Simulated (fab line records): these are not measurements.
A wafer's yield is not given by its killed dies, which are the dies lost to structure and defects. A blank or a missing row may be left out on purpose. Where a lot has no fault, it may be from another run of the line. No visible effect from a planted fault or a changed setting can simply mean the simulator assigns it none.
Matching of chambers    flow n5_finfet    N5_FIN_SAQP_ETCH_57 on rie_diel-06: 4 sister chambers
The step etches SiNx in CH3F/O2, target depth 32.5 nm, time 46.4 s. 4 wafers are shown with their chamber, then 9 later ones without.

== WAFERS PAIRED WITH THEIR CHAMBERS ==
wafer   chamber  throttle_valve_pct (%)
L084.2  2        16.18
L086.2  1        16.73
L088.1  3        16.50
L088.4  0        16.32

== WAFERS WITH NO CHAMBER GIVEN ==
wafer   throttle_valve_pct (%)
L091.2  16.36
L091.5  16.48
L091.6  16.33
L092.1  16.23
L092.4  16.34
L092.6  16.22
L094.1  16.25
L094.2  16.20
L094.6  16.21

== WHICH CHAMBER EACH WENT THROUGH ==
wafer   from the rows above      in truth
L091.2  0                        0
L091.5  3                        3
L091.6  0                        0
L092.1  can't be placed: 2 or 0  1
L092.4  0                        0
L092.6  can't be placed: 2 or 0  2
L094.1  can't be placed: 0 or 2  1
L094.2  2                        2
L094.6  2                        2
Correctly placed: 6 of 9. Cannot be placed on the basis of these rows: 3; the candidates contain the true chamber in 1. Number placed wrongly: 0.
How it was worked out, from the rows above alone: a wafer's distance from a chamber is the root of the sum, over the readings, of the square of ((its reading less the chamber's mean) divided by the reading's scatter). If the next closest chamber is less than 2 further off than the closest, the wafer can't be placed; otherwise it belongs to the closest. Each chamber's mean is taken over the wafers shown for it. The scatter (one wafer shown for each chamber): square how far every hidden wafer sits from the nearest shown wafer, average those squares and take the square root.
